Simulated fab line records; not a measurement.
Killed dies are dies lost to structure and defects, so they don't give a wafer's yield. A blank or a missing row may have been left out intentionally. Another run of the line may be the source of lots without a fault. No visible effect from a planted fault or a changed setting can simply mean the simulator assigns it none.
Which tool was responsible? :: flow n5_finfet :: 9 lots, 27 wafers sampled, at 5 steps of a route of 1938

## WHAT THE GAUGES READ, wafer by wafer
N5_BEOL_M4_RC_MEAS_101. Usual: DIBL_N 36.0 mV/V, standard deviation 1.9; DIBL_P 36.0 mV/V, standard deviation 2.1; IOFF_N 0.155 nA/um, standard deviation 0.029; IOFF_P 0.20 nA/um, standard deviation 0.032; ION_N 672 uA/um, standard deviation 11; ION_P 461 uA/um, standard deviation 6.9; SS_N 71.5 mV/dec, standard deviation 0.58; SS_P 73.2 mV/dec, standard deviation 0.64; VT_N 250.4 mV, standard deviation 2.9; VT_P -251.0 mV, standard deviation 2.8.
lot: L422
measured: day 8 12:22
on: prober-02
DIBL_N (mV/V): 34.5 35.0 35.1
DIBL_P (mV/V): 33.8 35.0 34.7
IOFF_N (nA/um): 0.124 0.131 0.136
IOFF_P (nA/um): 0.16 0.17 0.16
ION_N (uA/um): 676 659 661
ION_P (uA/um): 455 446 451
SS_N (mV/dec): 70.4 71.1 70.7
SS_P (mV/dec): 72.2 72.5 72.9
VT_N (mV): 254.2 253.3 251.9
VT_P (mV): -256.0 -252.8 -257.8
flag: 

lot: L423
measured: day 8 17:25
on: prober-02
DIBL_N (mV/V): 36.5 34.5 34.4
DIBL_P (mV/V): 35.3 33.6 33.3
IOFF_N (nA/um): 0.129 0.114 0.112
IOFF_P (nA/um): 0.19 0.18 0.17
ION_N (uA/um): 654 672 666
ION_P (uA/um): 452 470 462
SS_N (mV/dec): 71.4 71.0 70.8
SS_P (mV/dec): 73.9 72.9 72.3
VT_N (mV): 254.5 254.6 254.9
VT_P (mV): -251.4 -251.4 -253.8
flag: 

lot: L425
measured: day 8 19:07
on: prober-02
DIBL_N (mV/V): 38.1 39.6 39.5
DIBL_P (mV/V): 39.4 40.4 39.7
IOFF_N (nA/um): 0.192 0.218 0.213
IOFF_P (nA/um): 0.26 0.27 0.27
ION_N (uA/um): 696 682 705
ION_P (uA/um): 475 466 478
SS_N (mV/dec): 71.6 72.0 71.0
SS_P (mV/dec): 74.1 73.4 73.7
VT_N (mV): 247.3 244.8 247.4
VT_P (mV): -244.9 -248.1 -247.3
flag: 

lot: L431
measured: day 11 00:58
on: prober-01
DIBL_N (mV/V): 36.0 35.7 34.6
DIBL_P (mV/V): 37.2 36.8 35.8
IOFF_N (nA/um): 0.153 0.155 0.135
IOFF_P (nA/um): 0.21 0.22 0.20
ION_N (uA/um): 688 672 665
ION_P (uA/um): 469 467 466
SS_N (mV/dec): 70.9 71.1 71.5
SS_P (mV/dec): 74.1 73.8 73.6
VT_N (mV): 249.2 250.3 251.7
VT_P (mV): -248.9 -250.4 -249.1
flag: 

lot: L432
measured: day 11 04:49
on: prober-02
DIBL_N (mV/V): 35.4 34.5 34.1
DIBL_P (mV/V): 35.7 34.6 34.0
IOFF_N (nA/um): 0.168 0.149 0.137
IOFF_P (nA/um): 0.22 0.21 0.19
ION_N (uA/um): 680 678 672
ION_P (uA/um): 467 467 458
SS_N (mV/dec): 71.2 71.3 71.2
SS_P (mV/dec): 73.4 72.5 72.7
VT_N (mV): 249.3 247.9 250.8
VT_P (mV): -249.5 -250.5 -249.1
flag: 

lot: L433
measured: day 10 21:57
on: prober-01
DIBL_N (mV/V): 35.5 37.3 35.1
DIBL_P (mV/V): 34.8 36.5 34.4
IOFF_N (nA/um): 0.148 0.174 0.130
IOFF_P (nA/um): 0.20 0.22 0.19
ION_N (uA/um): 677 681 656
ION_P (uA/um): 465 468 456
SS_N (mV/dec): 71.8 71.6 71.6
SS_P (mV/dec): 72.5 73.5 72.4
VT_N (mV): 250.3 250.7 255.0
VT_P (mV): -251.6 -251.2 -252.9
flag: 

lot: L437
measured: day 12 00:05
on: prober-01
DIBL_N (mV/V): 36.6 35.1 34.9
DIBL_P (mV/V): 38.4 36.3 36.3
IOFF_N (nA/um): 0.167 0.144 0.143
IOFF_P (nA/um): 0.22 0.18 0.19
ION_N (uA/um): 683 680 673
ION_P (uA/um): 465 463 463
SS_N (mV/dec): 71.1 71.1 71.4
SS_P (mV/dec): 73.3 73.1 72.7
VT_N (mV): 248.6 249.2 248.6
VT_P (mV): -251.8 -254.8 -253.8
flag: 

lot: L443
measured: day 14 00:02
on: prober-02
DIBL_N (mV/V): 33.6 32.7 34.6
DIBL_P (mV/V): 33.1 32.2 33.9
IOFF_N (nA/um): 0.130 0.124 0.132
IOFF_P (nA/um): 0.18 0.17 0.19
ION_N (uA/um): 675 673 656
ION_P (uA/um): 467 464 457
SS_N (mV/dec): 71.5 70.7 70.9
SS_P (mV/dec): 72.1 72.4 72.7
VT_N (mV): 250.5 255.6 253.0
VT_P (mV): -250.3 -251.7 -251.1
flag: 

lot: L445
measured: day 13 23:31
on: prober-01
DIBL_N (mV/V): 37.5 35.8 38.0
DIBL_P (mV/V): 36.0 34.7 36.4
IOFF_N (nA/um): 0.179 0.147 0.173
IOFF_P (nA/um): 0.23 0.20 0.24
ION_N (uA/um): 672 678 657
ION_P (uA/um): 465 460 450
SS_N (mV/dec): 71.6 71.1 71.5
SS_P (mV/dec): 73.9 72.9 73.8
VT_N (mV): 248.6 251.6 248.6
VT_P (mV): -246.8 -250.3 -252.1
flag: 

## TOOL THAT RAN EACH LOT (tool first, then ch and the chambers of the sampled wafers, then the start)
lot: L422
N5_HKMG_FIN_STRIP_92: rie_diel-06 ch 1,2,3, day 4 06:21
N5_HKMG_FIN_STRIP_89: rie_diel-02 ch 0,1,3, day 4 07:19
N5_HKMG_FIN_ALD_21: ald_metal-02 ch 1,2,3, day 4 09:10
N5_GATE_CUT_ETCH_56: rie_metal-03 ch 0,1, day 4 10:36

lot: L423
N5_HKMG_FIN_STRIP_92: rie_diel-02 ch 0,1,3, day 4 12:29
N5_HKMG_FIN_STRIP_89: rie_diel-02 ch 0,1,3, day 4 13:31
N5_HKMG_FIN_ALD_21: ald_metal-03 ch 1,2, day 4 15:19
N5_GATE_CUT_ETCH_56: rie_metal-03 ch 0,1, day 4 16:43

lot: L425
N5_HKMG_FIN_STRIP_92: rie_diel-02 ch 0,1,3, day 4 23:29
N5_HKMG_FIN_STRIP_89: rie_diel-02 ch 0,1,3, day 5 00:26
N5_HKMG_FIN_ALD_21: ald_metal-02 ch 0,1, day 5 02:19
N5_GATE_CUT_ETCH_56: rie_metal-02 ch 0, day 5 03:50

lot: L431
N5_HKMG_FIN_STRIP_92: rie_diel-02 ch 0,2,3, day 6 11:59
N5_HKMG_FIN_STRIP_89: rie_diel-06 ch 1,3, day 6 12:55
N5_HKMG_FIN_ALD_21: ald_metal-04 ch 0,2,3, day 6 14:41
N5_GATE_CUT_ETCH_56: rie_metal-03 ch 1, day 6 16:13

lot: L432
N5_HKMG_FIN_STRIP_92: rie_diel-02 ch 1,2,3, day 6 15:28
N5_HKMG_FIN_STRIP_89: rie_diel-03 ch 0,2,3, day 6 16:23
N5_HKMG_FIN_ALD_21: ald_metal-04 ch 0,1,2, day 6 18:10
N5_GATE_CUT_ETCH_56: rie_metal-01 ch 0,1, day 6 19:34

lot: L433
N5_HKMG_FIN_STRIP_92: rie_diel-06 ch 0,2,3, day 6 23:19
N5_HKMG_FIN_STRIP_89: rie_diel-02 ch 0,2,3, day 7 00:14
N5_HKMG_FIN_ALD_21: ald_metal-04 ch 1,2, day 7 02:02
N5_GATE_CUT_ETCH_56: rie_metal-02 ch 0,1, day 7 03:26

lot: L437
N5_HKMG_FIN_STRIP_92: rie_diel-06 ch 0,1,3, day 8 04:15
N5_HKMG_FIN_STRIP_89: rie_diel-02 ch 1,2, day 8 05:25
N5_HKMG_FIN_ALD_21: ald_metal-02 ch 0,1,2, day 8 07:12
N5_GATE_CUT_ETCH_56: rie_metal-03 ch 0,1, day 8 08:35

lot: L443
N5_HKMG_FIN_STRIP_92: rie_diel-03 ch 0,1,2, day 9 18:54
N5_HKMG_FIN_STRIP_89: rie_diel-06 ch 0,1,2, day 9 19:49
N5_HKMG_FIN_ALD_21: ald_metal-04 ch 0,2,3, day 9 21:38
N5_GATE_CUT_ETCH_56: rie_metal-02 ch 0,1, day 9 23:11

lot: L445
N5_HKMG_FIN_STRIP_92: rie_diel-03 ch 1,2,3, day 10 05:59
N5_HKMG_FIN_STRIP_89: rie_diel-06 ch 0,2,3, day 10 06:57
N5_HKMG_FIN_ALD_21: ald_metal-04 ch 0,2,3, day 10 08:44
N5_GATE_CUT_ETCH_56: rie_metal-03 ch 0,1, day 10 10:08
- N5_HKMG_FIN_STRIP_92: strips SOC in N2/H2, time 20 s.
- N5_HKMG_FIN_STRIP_89: strips SOC in N2/H2, time 20 s.
- N5_HKMG_FIN_ALD_21: deposits TiN, target thk 1.5 nm, pulse time 1 s, purge time 3 s.
- N5_GATE_CUT_ETCH_56: etches TiN in Cl2/Ar, target depth 21.6 nm.

## AS READ BY THE TOOLS THEMSELVES (means over the sampled wafers that have a number; for cases with no such wafer, the mark the record gives instead)
N5_HKMG_FIN_STRIP_92. Usual: bias_power_w 8.003 W, standard deviation 0.024; drypump_motor_current_A 5.6 A, standard deviation 0.5; oes_product_au 0.83 a.u., standard deviation 0.067; rf_vpp_V 54.2 V, standard deviation 0.89; showerhead_plenum_p_Torr 3.37 Torr, standard deviation 0.09; throttle_valve_pct 18.9 %, standard deviation 0.48.
lot: L422
tool: rie_diel-06
bias_power_w (W): 7.986
drypump_motor_current_A (A): 5.6
oes_product_au (a.u.): 0.82
rf_vpp_V (V): 53.7
showerhead_plenum_p_Torr (Torr): 3.30
throttle_valve_pct (%): 19.0
flag: 

lot: L423
tool: rie_diel-02
bias_power_w (W): 8.023
drypump_motor_current_A (A): 5.3
oes_product_au (a.u.): 0.82
rf_vpp_V (V): 54.4
showerhead_plenum_p_Torr (Torr): 3.40
throttle_valve_pct (%): 19.0
flag: 

lot: L425
tool: rie_diel-02
bias_power_w (W): 8.012
drypump_motor_current_A (A): 5.3
oes_product_au (a.u.): 0.81
rf_vpp_V (V): 55.2
showerhead_plenum_p_Torr (Torr): 3.39
throttle_valve_pct (%): 19.0
flag: 

lot: L431
tool: rie_diel-02
bias_power_w (W): 7.982
drypump_motor_current_A (A): 5.3
oes_product_au (a.u.): 0.82
rf_vpp_V (V): 53.4
showerhead_plenum_p_Torr (Torr): 3.39
throttle_valve_pct (%): 19.2
flag: 

lot: L432
tool: rie_diel-02
bias_power_w (W): 8.031
drypump_motor_current_A (A): 5.2
oes_product_au (a.u.): 0.86
rf_vpp_V (V): 54.4
showerhead_plenum_p_Torr (Torr): 3.37
throttle_valve_pct (%): 19.2
flag: 

lot: L433
tool: rie_diel-06
bias_power_w (W): 7.982
drypump_motor_current_A (A): 6.1
oes_product_au (a.u.): 0.85
rf_vpp_V (V): 52.8
showerhead_plenum_p_Torr (Torr): 3.32
throttle_valve_pct (%): 18.9
flag: 

lot: L437
tool: rie_diel-06
bias_power_w (W): 8.003
drypump_motor_current_A (A): 5.9
oes_product_au (a.u.): 0.80
rf_vpp_V (V): 53.3
showerhead_plenum_p_Torr (Torr): 3.29
throttle_valve_pct (%): 19.1
flag: 

lot: L443
tool: rie_diel-03
bias_power_w (W): 8.005
drypump_motor_current_A (A): 5.8
oes_product_au (a.u.): 0.85
rf_vpp_V (V): 54.7
showerhead_plenum_p_Torr (Torr): 3.45
throttle_valve_pct (%): 18.4
flag: 

lot: L445
tool: rie_diel-03
bias_power_w (W): 7.991
drypump_motor_current_A (A): 5.9
oes_product_au (a.u.): 0.83
rf_vpp_V (V): 54.4
showerhead_plenum_p_Torr (Torr): 3.39
throttle_valve_pct (%): 18.8
flag: 

N5_HKMG_FIN_STRIP_89. Usual: bias_power_w 8.000 W, standard deviation 0.026; drypump_motor_current_A 5.7 A, standard deviation 0.55; oes_product_au 0.82 a.u., standard deviation 0.066; rf_vpp_V 54.3 V, standard deviation 0.86; showerhead_plenum_p_Torr 3.36 Torr, standard deviation 0.097; throttle_valve_pct 18.9 %, standard deviation 0.46.
lot: L422
tool: rie_diel-02
bias_power_w (W): 7.985
drypump_motor_current_A (A): 5.3
oes_product_au (a.u.): 0.83
rf_vpp_V (V): 54.6
showerhead_plenum_p_Torr (Torr): 3.40
throttle_valve_pct (%): 19.0
flag: 

lot: L423
tool: rie_diel-02
bias_power_w (W): 7.976
drypump_motor_current_A (A): 5.3
oes_product_au (a.u.): 0.82
rf_vpp_V (V): 54.0
showerhead_plenum_p_Torr (Torr): 3.39
throttle_valve_pct (%): 19.0
flag: 

lot: L425
tool: rie_diel-02
bias_power_w (W): 8.014
drypump_motor_current_A (A): 5.3
oes_product_au (a.u.): 0.80
rf_vpp_V (V): 53.8
showerhead_plenum_p_Torr (Torr): 3.39
throttle_valve_pct (%): 19.0
flag: 

lot: L431
tool: rie_diel-06
bias_power_w (W): 8.006
drypump_motor_current_A (A): 6.0
oes_product_au (a.u.): 0.80
rf_vpp_V (V): 54.1
showerhead_plenum_p_Torr (Torr): 3.34
throttle_valve_pct (%): 19.3
flag: 

lot: L432
tool: rie_diel-03
bias_power_w (W): 8.002
drypump_motor_current_A (A): 5.7
oes_product_au (a.u.): 0.84
rf_vpp_V (V): 54.8
showerhead_plenum_p_Torr (Torr): 3.44
throttle_valve_pct (%): 18.6
flag: 

lot: L433
tool: rie_diel-02
bias_power_w (W): 7.986
drypump_motor_current_A (A): 5.3
oes_product_au (a.u.): 0.82
rf_vpp_V (V): 54.2
showerhead_plenum_p_Torr (Torr): 3.39
throttle_valve_pct (%): 19.2
flag: 

lot: L437
tool: rie_diel-02
bias_power_w (W): 8.013
drypump_motor_current_A (A): 5.1
oes_product_au (a.u.): 0.91
rf_vpp_V (V): 53.7
showerhead_plenum_p_Torr (Torr): 3.30
throttle_valve_pct (%): 19.5
flag: 

lot: L443
tool: rie_diel-06
bias_power_w (W): 8.010
drypump_motor_current_A (A): 5.5
oes_product_au (a.u.): 0.79
rf_vpp_V (V): 54.1
showerhead_plenum_p_Torr (Torr): 3.24
throttle_valve_pct (%): 18.7
flag: 

lot: L445
tool: rie_diel-06
bias_power_w (W): 7.971
drypump_motor_current_A (A): 6.1
oes_product_au (a.u.): 0.81
rf_vpp_V (V): 53.7
showerhead_plenum_p_Torr (Torr): 3.30
throttle_valve_pct (%): 18.9
flag: 

N5_HKMG_FIN_ALD_21. Usual: chamber_pressure_Torr 2.999 Torr, standard deviation 0.0065; heater_power_w 877 W, standard deviation 70; precursor_pulse_height_rel 1.003, standard deviation 0.018.
lot: L422
tool: ald_metal-02
chamber_pressure_Torr (Torr): 2.994
heater_power_w (W): 897
precursor_pulse_height_rel: 0.996
flag: 

lot: L423
tool: ald_metal-03
chamber_pressure_Torr (Torr): 3.008
heater_power_w (W): 975
precursor_pulse_height_rel: 1.006
flag: 

lot: L425
tool: ald_metal-02
chamber_pressure_Torr (Torr): 2.997
heater_power_w (W): 912
precursor_pulse_height_rel: 1.001
flag: 

lot: L431
tool: ald_metal-04
chamber_pressure_Torr (Torr): 2.989
heater_power_w (W): 889
precursor_pulse_height_rel: 1.009
flag: 

lot: L432
tool: ald_metal-04
chamber_pressure_Torr (Torr): 2.997
heater_power_w (W): 864
precursor_pulse_height_rel: 1.011
flag: 

lot: L433
tool: ald_metal-04
chamber_pressure_Torr (Torr): 2.994
heater_power_w (W): 829
precursor_pulse_height_rel: 1.003
flag: 

lot: L437
tool: ald_metal-02
chamber_pressure_Torr (Torr): 3.004
heater_power_w (W): 879
precursor_pulse_height_rel: 1.014
flag: 

lot: L443
tool: ald_metal-04
chamber_pressure_Torr (Torr): 2.999
heater_power_w (W): 890
precursor_pulse_height_rel: 1.015
flag: 

lot: L445
tool: ald_metal-04
chamber_pressure_Torr (Torr): 3.001
heater_power_w (W): 875
precursor_pulse_height_rel: 0.990
flag: 

N5_GATE_CUT_ETCH_56. Usual: drypump_motor_current_A 5.7 A, standard deviation 0.54; oes_ar_750_au 0.78 a.u., standard deviation 0.089; oes_product_au 0.78 a.u., standard deviation 0.099; rf_fwd_power_W 596.1 W, standard deviation 1.9; throttle_valve_pct 20.80 %, standard deviation 0.16.
lot: L422
tool: rie_metal-03
drypump_motor_current_A (A): 5.0
oes_ar_750_au (a.u.): 0.78
oes_product_au (a.u.): 0.78
rf_fwd_power_W (W): 596.8
throttle_valve_pct (%): 20.77
flag: 

lot: L423
tool: rie_metal-03
drypump_motor_current_A (A): 5.0
oes_ar_750_au (a.u.): 0.78
oes_product_au (a.u.): 0.78
rf_fwd_power_W (W): 594.5
throttle_valve_pct (%): 20.76
flag: 

lot: L425
tool: rie_metal-02
drypump_motor_current_A (A): 6.1
oes_ar_750_au (a.u.): 0.75
oes_product_au (a.u.): 0.75
rf_fwd_power_W (W): 597.8
throttle_valve_pct (%): 20.91
flag: 

lot: L431
tool: rie_metal-03
drypump_motor_current_A (A): 5.9
oes_ar_750_au (a.u.): 0.53
oes_product_au (a.u.): 0.61
rf_fwd_power_W (W): 451.8
throttle_valve_pct (%): 20.71
flag: OFF

lot: L432
tool: rie_metal-01
drypump_motor_current_A (A): 5.9
oes_ar_750_au (a.u.): 0.75
oes_product_au (a.u.): 0.75
rf_fwd_power_W (W): 594.5
throttle_valve_pct (%): 20.93
flag: 

lot: L433
tool: rie_metal-02
drypump_motor_current_A (A): 5.9
oes_ar_750_au (a.u.): 0.82
oes_product_au (a.u.): 0.83
rf_fwd_power_W (W): 596.0
throttle_valve_pct (%): 20.86
flag: 

lot: L437
tool: rie_metal-03
drypump_motor_current_A (A): 5.5
oes_ar_750_au (a.u.): 0.55
oes_product_au (a.u.): 0.63
rf_fwd_power_W (W): 450.2
throttle_valve_pct (%): 20.81
flag: OFF

lot: L443
tool: rie_metal-02
drypump_motor_current_A (A): 5.9
oes_ar_750_au (a.u.): 0.78
oes_product_au (a.u.): 0.80
rf_fwd_power_W (W): 596.4
throttle_valve_pct (%): 20.89
flag: 

lot: L445
tool: rie_metal-03
drypump_motor_current_A (A): 5.1
oes_ar_750_au (a.u.): 0.74
oes_product_au (a.u.): 0.75
rf_fwd_power_W (W): 596.1
throttle_valve_pct (%): 20.80
flag: 

## THE ANSWER, worked out from the rows above alone
Rule: a lot counts as off when the mean over its wafers that have a number is more than 3 standard deviations away from the usual mean. A lot without any number at a reading at which 4 lots or more have one is off too. Where the step has rows for the other lots, those lots are counted as sound. The gauges are gone through in route order, then the tools' own readings, and for those a lot's mean is taken as printed above. The first step at which some lot is off is used, and at that step the reading that is off furthest; a lot without a number counts as furthest.
Off: L431, L437 (N5_GATE_CUT_ETCH_56, rf_fwd_power_W).
A tool fits if, at that step or a process step before it, it ran every lot that is off, and no sound lot after the first of them. None of those tried fits.

## WHAT THE SIMULATOR PUT IN
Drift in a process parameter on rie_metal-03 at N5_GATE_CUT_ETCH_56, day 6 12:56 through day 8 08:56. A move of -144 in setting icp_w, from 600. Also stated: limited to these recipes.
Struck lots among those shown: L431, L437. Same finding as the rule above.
